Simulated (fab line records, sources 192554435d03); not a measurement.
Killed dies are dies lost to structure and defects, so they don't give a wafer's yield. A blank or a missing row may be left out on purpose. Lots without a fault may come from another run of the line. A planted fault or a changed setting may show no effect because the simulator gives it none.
A struck lot beside a sound one | flow n5_finfet | 16 steps out of a route of 1938
Sound: wafers L275.1, L275.3, L275.4. Struck: wafer L281.2. (L281.5, L281.6 of the same lot were not struck and are left out.) The cause comes at the end.
At each step with rows: each side's tool, then ch and its chambers, then its first start. Under that, the readings that differ: sound wafers | struck wafers | difference of the means | sigmas: that difference in standard deviations of wafers without a fault.
alike: readings whose means differ by less than 2 such deviations, and words and numbers that are the same on both sides. not compared: withheld readings, readings that some wafer has no value for, bounds like >300 that may hide the same value, and numbers for which the record gives no deviation and whose values overlap.
The two part at a step that has a row with sigmas, a row that says differs or no value, or rows on one side only. Numbers that don't overlap but have no deviation are shown without sigmas and don't part them. A reading that every wafer of one side lacks parts them only if that side has two wafers or more.

first, 7 steps without rows for these wafers: N5_BEOL_M3_COAT_76 (time 60 s, resist thk 5 nm); N5_BEOL_M3_COAT_22 (resist thk 30 nm); N5_BEOL_M3_EBR_24; N5_BEOL_M3_SOFTBAKE_23 (time 60 s); N5_BEOL_M3_EXPOSE_25 (exposes mask V2, defocus 5 nm); N5_BEOL_M3_PEB_26 (peb time 60 s); N5_BEOL_M3_DEVELOP_27 (develop time 30 s).
N5_BEOL_M3_CD_MEAS_28: target cd 25.7 nm, target cd y 23.3 nm.
  sound on cd_sem-03 ch 0, day 10 10:58; struck on cd_sem-02 ch 0, day 11 16:31
  alike: cd_nm
N5_BEOL_M3_OVL_MEAS_29:
  sound on overlay-02 ch 0, day 10 11:00; struck on overlay-02 ch 0, day 11 16:33
  alike: V2_OVL
N5_BEOL_M3_INSPECT_30: inspects for defects (brightfield).
  sound on defect_inspect-02, day 10 11:04; struck on defect_inspect-02, day 11 16:37
  alike: raw_defect_count
N5_BEOL_M3_DESCUM_33: chemistry O2, time 7 s.
  sound on rie_diel-04 ch 0,2,3, day 10 11:05; struck on rie_diel-06 ch 3, day 11 16:39
  reading                | sound     | struck | difference | sigmas
  rf_hours_counter_h (h) | 26 107 37 | 185    | +128       |
  alike: drypump_motor_current_A, oes_product_au, rf_vpp_V, showerhead_plenum_p_Torr, throttle_valve_pct
N5_BEOL_M3_ETCH_77: etches underlayer in N2/H2, target depth 6.5 nm, time 5.2 s.
  sound on rie_diel-04 ch 0,2,3, day 10 11:07; struck on rie_diel-06 ch 3, day 11 16:41
  reading                | sound          | struck | difference | sigmas
  etch_rf_on_time_s (s)  | 5.18 5.07 5.00 | 5.36   | +0.28      | +2
  rf_hours_counter_h (h) | 26 107 37      | 185    | +128       |
  alike: drypump_motor_current_A, oes_product_au, rf_vpp_V, showerhead_plenum_p_Torr, throttle_valve_pct
N5_BEOL_M3_ETCH_69: etches SiARC in CF4, target depth 15.6 nm, time 26 s.
  sound on rie_diel-04 ch 0,2,3, day 10 11:08; struck on rie_diel-06 ch 3, day 11 16:43
  reading                | sound          | struck | difference | sigmas
  etch_rf_on_time_s (s)  | 26.2 25.6 25.1 | 17.3   | -8.3       | -15
  rf_hours_counter_h (h) | 26 107 37      | 185    | +128       |
  alike: drypump_motor_current_A, oes_product_au, rf_vpp_V, showerhead_plenum_p_Torr, throttle_valve_pct
N5_BEOL_M3_ALD_98: deposits SiO2, target thk 2.5 nm, pulse time 1 s, co reactant pulse time 1 s.
  sound on ald_sin-04 ch 0,1,3, day 10 11:13; struck on ald_sin-04 ch 2, day 11 16:47
  reading               | sound       | struck | difference | sigmas
  heater_power_w (W)    | 80 82 103   | 63     | -25        | -2
  since_wet_clean_h (h) | 323 323 323 | 353    | +30        |
  alike: precursor_pulse_height_rel
N5_BEOL_M4_RC_MEAS_101:
  sound on prober-01 ch 0, day 11 02:31; struck on prober-01 ch 0, day 12 12:22
  reading       | sound          | struck | difference | sigmas
  ION_P (uA/um) | 482 468 485    | 449    | -29        | -3
  VT_P (mV)     | -244 -246 -246 | -254   | -9         | -3
  alike: DIBL_N, DIBL_P, IOFF_N, IOFF_P, ION_N, SS_N, SS_P, VT_N
N5_PASSIVATION_PROBE_49:
  the record has rows for the sound wafers here (prober-01, day 15 01:23) and none for the struck ones

WHERE THEY PART
First at N5_BEOL_M3_ETCH_77; last, within this record, at N5_PASSIVATION_PROBE_49.

WHY: what the simulator had put in
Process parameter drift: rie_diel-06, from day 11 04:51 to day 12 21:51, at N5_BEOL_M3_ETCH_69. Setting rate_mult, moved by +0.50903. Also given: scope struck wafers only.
